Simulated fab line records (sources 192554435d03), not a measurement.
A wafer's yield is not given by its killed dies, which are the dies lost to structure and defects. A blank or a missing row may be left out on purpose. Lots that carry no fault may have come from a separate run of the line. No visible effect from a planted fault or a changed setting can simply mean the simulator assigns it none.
The tool behind it: which one? + flow n5 finfet + 72 wafers from 24 lots sampled at 6 of the route's 1938 steps

## WHAT THE GAUGES READ, wafer by wafer
No reading from a measuring or inspecting step in the record can be judged against a usual standard deviation.

## WHAT TOOL EACH LOT RAN ON (gives the tool, then ch and the chambers of the sampled wafers, and finally the start)
| lot  | N5_BEOL_M8_ILD_DEP_00           | N5_BEOL_M8_ETCH_61                 | N5_BEOL_M8_DESCUM_33               | N5_BEOL_M8_DEGAS_44          | N5_BEOL_M8_PRE_CLEAN_45      | N5_BEOL_M9_CURE_71            |
|------|---------------------------------|------------------------------------|------------------------------------|------------------------------|------------------------------|-------------------------------|
| L074 | pecvd-02 ch 1,2, day 9 04:24    | rie diel-05 ch 1,3, day 9 07:28    | rie diel-06 ch 0,1,2, day 9 08:20  | pvd sputter-03, day 9 09:19  | pvd sputter-03, day 9 09:22  | uv cure-02 ch 1, day 9 11:43  |
| L075 | pecvd-04 ch 0,1, day 9 10:31    | rie diel-02 ch 0,1,2, day 9 12:55  | rie diel-02 ch 0,3, day 9 13:50    | pvd sputter-02, day 9 15:38  | pvd sputter-02, day 9 15:41  | uv cure-01 ch 0, day 9 17:25  |
| L076 | pecvd-04 ch 0,1,2, day 9 13:00  | rie diel-06 ch 0,2,3, day 9 14:41  | rie diel-06 ch 1,2,3, day 9 15:40  | pvd sputter-02, day 9 16:37  | pvd sputter-02, day 9 16:40  | uv cure-01 ch 2, day 9 19:04  |
| L078 | pecvd-04 ch 0,1,2, day 9 14:21  | rie diel-06 ch 0,2,3, day 9 16:41  | rie diel-06 ch 0,1,3, day 9 18:51  | pvd sputter-03, day 9 19:55  | pvd sputter-03, day 9 19:57  | uv cure-03 ch 1, day 9 21:45  |
| L077 | pecvd-01 ch 0,1, day 9 18:41    | rie diel-05 ch 2,3, day 9 20:37    | rie diel-02 ch 1,2, day 9 21:59    | pvd sputter-01, day 9 23:21  | pvd sputter-01, day 9 23:23  | uv cure-03 ch 0, day 10 01:34 |
| L079 | pecvd-04 ch 0,2, day 10 05:41   | rie diel-05 ch 0,2,3, day 10 08:20 | rie diel-02 ch 0,1,2, day 10 09:44 | pvd sputter-01, day 10 11:13 | pvd sputter-01, day 10 11:16 | uv cure-03 ch 1, day 10 14:22 |
| L080 | pecvd-01 ch 0,1,2, day 10 23:31 | rie diel-06 ch 1,2,3, day 11 03:02 | rie diel-02 ch 1,2, day 11 05:17   | pvd sputter-01, day 11 06:28 | pvd sputter-01, day 11 06:30 | uv cure-02 ch 2, day 11 08:34 |
| L083 | pecvd-04 ch 0,1, day 11 14:08   | rie diel-05 ch 1,2,3, day 11 15:36 | rie diel-06 ch 0,2,3, day 11 17:22 | pvd sputter-01, day 11 18:25 | pvd sputter-01, day 11 18:27 | uv cure-02 ch 1, day 11 21:38 |
| L081 | pecvd-02 ch 0,2, day 11 14:25   | rie diel-02 ch 1,2, day 11 15:44   | rie diel-02 ch 0,2,3, day 11 17:34 | pvd sputter-02, day 11 20:35 | pvd sputter-02, day 11 20:37 | uv cure-02 ch 2, day 11 22:21 |
| L084 | pecvd-02 ch 0,1,2, day 11 14:50 | rie diel-06 ch 0,2,3, day 11 16:08 | rie diel-05 ch 1,2, day 11 17:40   | pvd sputter-01, day 11 20:38 | pvd sputter-01, day 11 20:40 | uv cure-02 ch 2, day 11 22:55 |
| L082 | pecvd-01 ch 1,2, day 11 16:37   | rie diel-06 ch 0,2, day 11 18:26   | rie diel-06 ch 0,1,3, day 11 20:15 | pvd sputter-02, day 11 21:14 | pvd sputter-02, day 11 21:17 | uv cure-01 ch 1, day 12 00:00 |
| L085 | pecvd-01 ch 0,1, day 11 18:16   | rie diel-06 ch 0,1, day 11 21:19   | rie diel-05 ch 0,1,2, day 11 22:34 | pvd sputter-03, day 11 23:41 | pvd sputter-03, day 11 23:44 | uv cure-02 ch 0, day 12 01:22 |
| L087 | pecvd-01 ch 0,1,2, day 11 18:29 | rie diel-06 ch 0,2, day 11 21:34   | rie diel-02 ch 0,1,2, day 11 22:45 | pvd sputter-02, day 12 00:02 | pvd sputter-02, day 12 00:05 | uv cure-01 ch 2, day 12 01:49 |
| L086 | pecvd-02 ch 0,1,2, day 11 22:41 | rie diel-05 ch 0,1,2, day 12 00:31 | rie diel-02 ch 1,2,3, day 12 01:45 | pvd sputter-03, day 12 03:08 | pvd sputter-03, day 12 03:10 | uv cure-02 ch 2, day 12 05:16 |
| L089 | pecvd-02 ch 0,2, day 13 02:09   | rie diel-06 ch 0,1,2, day 13 04:01 | rie diel-06 ch 0,2, day 13 06:42   | pvd sputter-01, day 13 07:49 | pvd sputter-01, day 13 07:52 | uv cure-03 ch 0, day 13 11:24 |
| L088 | pecvd-02 ch 0,1, day 13 04:50   | rie diel-05 ch 1,2, day 13 07:52   | rie diel-05 ch 0,3, day 13 09:26   | pvd sputter-03, day 13 10:24 | pvd sputter-03, day 13 10:26 | uv cure-02 ch 2, day 13 13:34 |
| L090 | pecvd-02 ch 0,1, day 13 05:50   | rie diel-06 ch 0,1,3, day 13 08:12 | rie diel-02 ch 1,2, day 13 09:21   | pvd sputter-02, day 13 10:22 | pvd sputter-02, day 13 10:24 | uv cure-01 ch 1, day 13 13:28 |
| L092 | pecvd-04 ch 0,1,2, day 13 12:41 | rie diel-02 ch 1,2, day 13 14:53   | rie diel-05 ch 2,3, day 13 16:43   | pvd sputter-03, day 13 17:50 | pvd sputter-03, day 13 17:53 | uv cure-03 ch 1, day 13 20:49 |
| L091 | pecvd-01 ch 1,2, day 13 12:57   | rie diel-06 ch 1,2, day 13 15:07   | rie diel-06 ch 0,2, day 13 16:49   | pvd sputter-03, day 13 18:05 | pvd sputter-03, day 13 18:07 | uv cure-01 ch 2, day 13 21:03 |
| L093 | pecvd-02 ch 0,1,2, day 13 23:31 | rie diel-05 ch 0,2,3, day 14 01:32 | rie diel-05 ch 2,3, day 14 02:44   | pvd sputter-01, day 14 04:00 | pvd sputter-01, day 14 04:02 | uv cure-01 ch 0, day 14 07:18 |
| L095 | pecvd-01 ch 1,2, day 14 07:47   | rie diel-05 ch 0,1,2, day 14 12:18 | rie diel-06 ch 1,2,3, day 14 14:26 | pvd sputter-02, day 14 15:25 | pvd sputter-02, day 14 15:27 | uv cure-01 ch 1, day 14 17:26 |
| L094 | pecvd-02 ch 0,2, day 14 13:53   | rie diel-02 ch 0,1, day 14 15:14   | rie diel-06 ch 1,2, day 14 16:10   | pvd sputter-03, day 14 17:07 | pvd sputter-03, day 14 17:09 | uv cure-03 ch 1, day 14 19:21 |
| L097 | pecvd-02 ch 0,1,2, day 14 19:42 | rie diel-05 ch 1,2,3, day 14 22:37 | rie diel-06 ch 0,1,3, day 15 00:47 | pvd sputter-02, day 15 02:19 | pvd sputter-02, day 15 02:21 | uv cure-01 ch 2, day 15 05:16 |
| L096 | pecvd-04 ch 1,2, day 15 13:37   | rie diel-06 ch 0,3, day 15 16:32   | rie diel-02 ch 0,1,3, day 15 21:19 | pvd sputter-02, day 15 22:19 | pvd sputter-02, day 15 22:22 | uv cure-03 ch 1, day 16 01:27 |
- N5_BEOL_M8_ILD_DEP_00: deposits SiCOH lowk from DEMS/porogen, target thk 179.75 nm, time 33.4 s.
- N5_BEOL_M8_ETCH_61: etches SiARC in CF4, target depth 45.5 nm, time 75.8 s.
- N5_BEOL_M8_DESCUM_33: chemistry O2, time 7 s.
- N5_BEOL_M8_DEGAS_44: time 60 s.
- N5_BEOL_M8_PRE_CLEAN_45: time 30 s.
- N5_BEOL_M9_CURE_71: cures SiCOH lowk, time 240 s.

## AS READ BY THE TOOLS THEMSELVES (means over the sampled wafers that have a number; for cases with no such wafer, the mark the record gives instead)
N5_BEOL_M8_ILD_DEP_00.
| lot  | tool     | heater power w (W) | showerhead plenum p Torr (Torr) | throttle valve pct (%) |
|------|----------|--------------------|---------------------------------|------------------------|
| L074 | pecvd-02 | 257                | 5.732                           | 13.3                   |
| L075 | pecvd-04 | 377                | 5.739                           | 14.4                   |
| L076 | pecvd-04 | 364                | 5.734                           | 14.0                   |
| L078 | pecvd-04 | 354                | 5.747                           | 13.8                   |
| L077 | pecvd-01 | 297                | 5.730                           | 14.7                   |
| L079 | pecvd-04 | 364                | 5.741                           | 13.4                   |
| L080 | pecvd-01 | 298                | 5.744                           | 14.3                   |
| L083 | pecvd-04 | 317                | 5.747                           | 14.5                   |
| L081 | pecvd-02 | 314                | 5.743                           | 13.5                   |
| L084 | pecvd-02 | 304                | 5.746                           | 13.5                   |
| L082 | pecvd-01 | 294                | 5.740                           | 13.7                   |
| L085 | pecvd-01 | 328                | 5.736                           | 15.0                   |
| L087 | pecvd-01 | 301                | 5.738                           | 14.4                   |
| L086 | pecvd-02 | 287                | 5.740                           | 13.6                   |
| L089 | pecvd-02 | 355                | 5.748                           | 13.8                   |
| L088 | pecvd-02 | 311                | 5.742                           | 13.8                   |
| L090 | pecvd-02 | 304                | 5.744                           | 13.9                   |
| L092 | pecvd-04 | 352                | 5.742                           | 13.9                   |
| L091 | pecvd-01 | 292                | 5.735                           | 14.4                   |
| L093 | pecvd-02 | 320                | 5.747                           | 13.6                   |
| L095 | pecvd-01 | 302                | 5.749                           | 14.0                   |
| L094 | pecvd-02 | 348                | 5.751                           | 13.7                   |
| L097 | pecvd-02 | 308                | 5.733                           | 13.6                   |
| L096 | pecvd-04 | 303                | 5.728                           | 14.0                   |

N5_BEOL_M8_ETCH_61.
| lot  | tool        | cf4 flow sccm (sccm) | drypump motor current A (A) | etch rf on time s (s) | oes product au (a.u.) | rf vpp V (V) | showerhead plenum p Torr (Torr) | throttle valve pct (%) |
|------|-------------|----------------------|-----------------------------|-----------------------|-----------------------|--------------|---------------------------------|------------------------|
| L074 | rie diel-05 | 100.19               | 5.3                         | 75.9                  | 0.73                  | 184.8        | 2.10                            | 15.47                  |
| L075 | rie diel-02 | 100.11               | 5.6                         | 77.5                  | 0.61                  | 184.0        | 2.10                            | 15.83                  |
| L076 | rie diel-06 | 100.16               | 6.0                         | 74.8                  | 0.74                  | 182.9        | 2.09                            | 15.46                  |
| L078 | rie diel-06 | 99.82                | 6.0                         | 75.2                  | 0.74                  | 183.2        | 2.09                            | 15.46                  |
| L077 | rie diel-05 | 99.86                | 5.9                         | 74.2                  | 0.67                  | 184.1        | 2.14                            | 15.70                  |
| L079 | rie diel-05 | 99.93                | 5.8                         | 75.3                  | 0.69                  | 185.2        | 2.13                            | 15.61                  |
| L080 | rie diel-06 | 99.99                | 6.0                         | 76.5                  | 0.67                  | 183.4        | 2.10                            | 15.60                  |
| L083 | rie diel-05 | 100.16               | 5.7                         | 75.9                  | 0.70                  | 184.2        | 2.13                            | 15.57                  |
| L081 | rie diel-02 | 99.98                | 5.4                         | 77.2                  | 0.60                  | 183.0        | 2.10                            | 15.82                  |
| L084 | rie diel-06 | 99.96                | 6.0                         | 75.5                  | 0.71                  | 184.1        | 2.08                            | 15.50                  |
| L082 | rie diel-06 | 100.12               | 5.8                         | 75.5                  | 0.76                  | 183.1        | 2.10                            | 15.31                  |
| L085 | rie diel-06 | 99.68                | 5.9                         | 75.1                  | 0.67                  | 184.4        | 2.11                            | 15.75                  |
| L087 | rie diel-06 | 99.91                | 5.9                         | 76.4                  | 0.76                  | 183.5        | 2.10                            | 15.31                  |
| L086 | rie diel-05 | 100.05               | 5.6                         | 75.0                  | 0.73                  | 184.8        | 2.12                            | 15.48                  |
| L089 | rie diel-06 | 99.87                | 5.9                         | 75.4                  | 0.70                  | 183.7        | 2.10                            | 15.55                  |
| L088 | rie diel-05 | 100.05               | 5.8                         | 75.4                  | 0.73                  | 183.4        | 2.14                            | 15.55                  |
| L090 | rie diel-06 | 99.98                | 5.9                         | 76.2                  | 0.66                  | 182.8        | 2.09                            | 15.75                  |
| L092 | rie diel-02 | 100.07               | 5.7                         | 76.5                  | 0.60                  | 183.4        | 2.15                            | 15.99                  |
| L091 | rie diel-06 | 100.28               | 5.9                         | 75.7                  | 0.70                  | 183.1        | 2.10                            | 15.44                  |
| L093 | rie diel-05 | 99.92                | 5.9                         | 75.7                  | 0.73                  | 183.8        | 2.12                            | 15.50                  |
| L095 | rie diel-05 | 99.65                | 5.7                         | 76.3                  | 0.70                  | 183.8        | 2.11                            | 15.53                  |
| L094 | rie diel-02 | 99.89                | 5.6                         | 77.7                  | 0.73                  | 184.2        | 2.19                            | 15.48                  |
| L097 | rie diel-05 | 99.90                | 5.7                         | 75.0                  | 0.74                  | 183.8        | 2.12                            | 15.48                  |
| L096 | rie diel-06 | 99.97                | 6.0                         | 76.3                  | 0.65                  | 182.7        | 2.05                            | 15.75                  |

N5_BEOL_M8_DESCUM_33.
| lot  | tool        | drypump motor current A (A) | oes product au (a.u.) | rf vpp V (V) | showerhead plenum p Torr (Torr) | throttle valve pct (%) |
|------|-------------|-----------------------------|-----------------------|--------------|---------------------------------|------------------------|
| L074 | rie diel-06 | 5.9                         | 0.86                  | 243.1        | 2.06                            | 20.35                  |
| L075 | rie diel-02 | 6.0                         | 0.71                  | 242.0        | 1.99                            | 20.76                  |
| L076 | rie diel-06 | 6.0                         | 0.80                  | 242.0        | 2.05                            | 20.42                  |
| L078 | rie diel-06 | 6.0                         | 0.80                  | 242.2        | 2.04                            | 20.51                  |
| L077 | rie diel-02 | 5.8                         | 0.72                  | 243.4        | 2.11                            | 20.75                  |
| L079 | rie diel-02 | 5.7                         | 0.71                  | 241.4        | 2.04                            | 20.67                  |
| L080 | rie diel-02 | 5.4                         | 0.71                  | 242.5        | 2.04                            | 20.59                  |
| L083 | rie diel-06 | 6.0                         | 0.83                  | 242.7        | 2.03                            | 20.34                  |
| L081 | rie diel-02 | 6.0                         | 0.70                  | 242.4        | 2.04                            | 20.88                  |
| L084 | rie diel-05 | 5.5                         | 0.88                  | 243.0        | 2.06                            | 20.25                  |
| L082 | rie diel-06 | 6.0                         | 0.78                  | 242.9        | 2.04                            | 20.54                  |
| L085 | rie diel-05 | 5.7                         | 0.86                  | 242.7        | 2.06                            | 20.31                  |
| L087 | rie diel-02 | 5.7                         | 0.70                  | 242.1        | 2.04                            | 20.67                  |
| L086 | rie diel-02 | 5.7                         | 0.70                  | 242.6        | 2.04                            | 20.78                  |
| L089 | rie diel-06 | 5.8                         | 0.87                  | 241.8        | 2.04                            | 20.29                  |
| L088 | rie diel-05 | 5.7                         | 0.91                  | 242.2        | 2.04                            | 20.17                  |
| L090 | rie diel-02 | 5.8                         | 0.70                  | 243.1        | 2.10                            | 20.80                  |
| L092 | rie diel-05 | 6.1                         | 0.88                  | 243.2        | 2.09                            | 20.33                  |
| L091 | rie diel-06 | 5.8                         | 0.87                  | 242.1        | 2.04                            | 20.30                  |
| L093 | rie diel-05 | 5.9                         | 0.90                  | 243.3        | 2.06                            | 20.23                  |
| L095 | rie diel-06 | 6.0                         | 0.77                  | 242.0        | 2.04                            | 20.49                  |
| L094 | rie diel-06 | 5.9                         | 0.81                  | 241.9        | 2.05                            | 20.33                  |
| L097 | rie diel-06 | 6.0                         | 0.75                  | 241.9        | 2.03                            | 20.58                  |
| L096 | rie diel-02 | 5.7                         | 0.86                  | 244.1        | 2.15                            | 20.46                  |

N5_BEOL_M8_DEGAS_44.
| lot  | tool           | heater power w (W) |
|------|----------------|--------------------|
| L074 | pvd sputter-03 | 323                |
| L075 | pvd sputter-02 | 313                |
| L076 | pvd sputter-02 | 317                |
| L078 | pvd sputter-03 | 294                |
| L077 | pvd sputter-01 | 342                |
| L079 | pvd sputter-01 | 342                |
| L080 | pvd sputter-01 | 325                |
| L083 | pvd sputter-01 | 361                |
| L081 | pvd sputter-02 | 333                |
| L084 | pvd sputter-01 | 375                |
| L082 | pvd sputter-02 | 313                |
| L085 | pvd sputter-03 | 315                |
| L087 | pvd sputter-02 | 354                |
| L086 | pvd sputter-03 | 345                |
| L089 | pvd sputter-01 | 362                |
| L088 | pvd sputter-03 | 341                |
| L090 | pvd sputter-02 | 322                |
| L092 | pvd sputter-03 | 298                |
| L091 | pvd sputter-03 | 320                |
| L093 | pvd sputter-01 | 370                |
| L095 | pvd sputter-02 | 307                |
| L094 | pvd sputter-03 | 332                |
| L097 | pvd sputter-02 | 321                |
| L096 | pvd sputter-02 | 325                |

N5_BEOL_M8_PRE_CLEAN_45.
| lot  | tool           | heater power w (W) |
|------|----------------|--------------------|
| L074 | pvd sputter-03 | 321                |
| L075 | pvd sputter-02 | 315                |
| L076 | pvd sputter-02 | 318                |
| L078 | pvd sputter-03 | 291                |
| L077 | pvd sputter-01 | 342                |
| L079 | pvd sputter-01 | 350                |
| L080 | pvd sputter-01 | 330                |
| L083 | pvd sputter-01 | 355                |
| L081 | pvd sputter-02 | 330                |
| L084 | pvd sputter-01 | 380                |
| L082 | pvd sputter-02 | 317                |
| L085 | pvd sputter-03 | 318                |
| L087 | pvd sputter-02 | 344                |
| L086 | pvd sputter-03 | 346                |
| L089 | pvd sputter-01 | 358                |
| L088 | pvd sputter-03 | 339                |
| L090 | pvd sputter-02 | 327                |
| L092 | pvd sputter-03 | 295                |
| L091 | pvd sputter-03 | 322                |
| L093 | pvd sputter-01 | 373                |
| L095 | pvd sputter-02 | 302                |
| L094 | pvd sputter-03 | 333                |
| L097 | pvd sputter-02 | 323                |
| L096 | pvd sputter-02 | 326                |

N5_BEOL_M9_CURE_71.
| lot  | tool       | lamp power pct (%) | wafer_temp_C_max |
|------|------------|--------------------|------------------|
| L074 | uv cure-02 | 52.31              | 386.8            |
| L075 | uv cure-01 | 52.26              | 386.3            |
| L076 | uv cure-01 | 52.36              | 387.1            |
| L078 | uv cure-03 | 52.33              | 387.8            |
| L077 | uv cure-03 | 52.26              | 386.6            |
| L079 | uv cure-03 | 52.34              | 387.0            |
| L080 | uv cure-02 | 52.31              | 386.2            |
| L083 | uv cure-02 | 52.30              | 387.3            |
| L081 | uv cure-02 | 52.26              | 385.9            |
| L084 | uv cure-02 | 52.32              | 386.2            |
| L082 | uv cure-01 | 52.26              | 387.4            |
| L085 | uv cure-02 | 52.36              | 387.7            |
| L087 | uv cure-01 | 52.31              | 386.9            |
| L086 | uv cure-02 | 52.27              | 386.4            |
| L089 | uv cure-03 | 52.29              | 386.8            |
| L088 | uv cure-02 | 52.31              | 386.2            |
| L090 | uv cure-01 | 52.30              | 386.9            |
| L092 | uv cure-03 | 52.33              | 387.7            |
| L091 | uv cure-01 | 52.27              | 386.9            |
| L093 | uv cure-01 | 52.40              | 386.0            |
| L095 | uv cure-01 | 52.30              | 387.3            |
| L094 | uv cure-03 | 52.33              | 387.1            |
| L097 | uv cure-01 | 52.31              | 386.8            |
| L096 | uv cure-03 | 52.28              | 386.9            |

## THE ANSWER, worked out from the rows above alone
Rule: the usual values come from the lots themselves. The widest of any qualifying gaps counts: lots, ordered by their means at a reading, are off when they make up no more than a third of the lots, leave a main group of 4 or more, and stand apart from it by 3 or more times the standard deviation of that group's means. If all means in a main group match to the digits the tables above print for the reading, that group is not used. Also off: a lot with no number at a reading for which 4 or more lots have one. The other lots that the step has rows for count as sound. After the gauges, taken in route order, come the tools' own readings; for these a lot's mean is taken, as printed above. The first step at which some lot is off is used, and at that step the reading that is off furthest; a lot without a number counts as furthest.
None of the lots is off at any reading shown; this tells nothing.

## WHAT THE SIMULATOR HAD INSERTED
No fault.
